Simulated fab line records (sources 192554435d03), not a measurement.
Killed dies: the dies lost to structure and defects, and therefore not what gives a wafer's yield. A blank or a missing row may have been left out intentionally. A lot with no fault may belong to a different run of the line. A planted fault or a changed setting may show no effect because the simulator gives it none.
A single fault, viewed from 3 desks | flow n5 finfet | each desk has only its own numbers; what lay behind them comes last

THE DEFECT DESK
For each lot, the counts of the inspections along the route, averaged over the sampled wafers that have a number. Any lot whose mean is over 4 standard deviations away from the usual mean is out of limits and marked OUT; that distance is given in the brackets.
Columns: A = raw defect count at N5_BEOL_M3_INSPECT_59, usual 72; B = raw defect count at N5_BEOL_M4_INSPECT_13, usual 406
lot  | first seen here | A  | B
L709 | day 10 01:11    | 61 | 312
L713 | day 10 14:10    | 66 | 340
L714 | day 11 09:53    | 81 | 436
L717 | day 11 15:07    | 63 | 499
L716 | day 11 15:15    | 83 | 522
L719 | day 12 17:11    | 78 | 411
L725 | day 13 17:58    | 86 | 356
L729 | day 14 23:37    | 68 | 587
L727 | day 15 07:29    | 69 | 384
This desk's finding: nothing out of limits on any of the 9 lots.

DESK OF THE TOOL OWNER: pvd sputter-03
The tool's own readings at N5_BEOL_M4_HM_DEP_02 (deposits TiN, target thk 20 nm): means of the sampled wafers that have a number, for each lot that ran on this tool. Any lot whose mean is over 4 standard deviations away from the usual mean is out of limits and marked OUT; that distance is given in the brackets.
Columns: A = throttle valve pct at N5_BEOL_M4_HM_DEP_02, usual 30.4 %
lot  | first seen here | A
L713 | day 10 14:59    | 30.4
L717 | day 11 16:34    | 30.6
L716 | day 11 16:44    | 29.9
L727 | day 15 08:09    | 31.4
This desk's finding: nothing out of limits on any of the 4 lots.

THE METROLOGY DESK
Lot by lot, what the gauges showed, no matter which tool ran the lot: averages of those sampled wafers that carry a number. Any lot whose mean is over 4 standard deviations away from the usual mean is out of limits and marked OUT; that distance is given in the brackets. It has 10 readings; the 7 that lie furthest out on some lot are the ones shown.
Columns: A = DIBL_N at N5_BEOL_M4_RC_MEAS_101, usual 37.1 mV/V; B = DIBL_P at N5_BEOL_M4_RC_MEAS_101, usual 38 mV/V; C = IOFF_N at N5_BEOL_M4_RC_MEAS_101, usual 0.18 nA/um; D = ION_N at N5_BEOL_M4_RC_MEAS_101, usual 678 uA/um; E = SS_N at N5_BEOL_M4_RC_MEAS_101, usual 71.7 mV/dec; F = VT_N at N5_BEOL_M4_RC_MEAS_101, usual 249 mV; G = VT_P at N5_BEOL_M4_RC_MEAS_101, usual -248 mV
lot  | first seen here | A    | B  | C    | D   | E    | F   | G
L709 | day 11 17:44    | 36.8 | 38 | 0.18 | 691 | 71.4 | 244 | -244
L713 | day 12 01:53    | 36.6 | 39 | 0.18 | 676 | 71.4 | 250 | -247
L714 | day 12 21:09    | 40.7 | 40 | 0.25 | 691 | 72.2 | 244 | -244
L717 | day 13 06:21    | 36.2 | 37 | 0.16 | 678 | 71.9 | 250 | -249
L716 | day 14 00:48    | 35.2 | 37 | 0.14 | 659 | 71.3 | 251 | -250
L719 | day 14 11:16    | 34.7 | 33 | 0.13 | 671 | 71.2 | 255 | -253
L725 | day 15 12:39    | 35.7 | 38 | 0.16 | 675 | 71.4 | 250 | -252
L729 | day 16 15:21    | 39.3 | 41 | 0.24 | 686 | 72.6 | 244 | -245
L727 | day 17 18:43    | 39.9 | 40 | 0.23 | 688 | 72.0 | 247 | -246
This desk's finding: nothing out of limits on any of the 9 lots.

PUT TOGETHER
Nothing out of limits was seen by the defect desk.
The tool owner's desk saw nothing out of limits.
At the metrology desk, nothing out of limits was observed.

WHAT THE SIMULATOR PUT IN
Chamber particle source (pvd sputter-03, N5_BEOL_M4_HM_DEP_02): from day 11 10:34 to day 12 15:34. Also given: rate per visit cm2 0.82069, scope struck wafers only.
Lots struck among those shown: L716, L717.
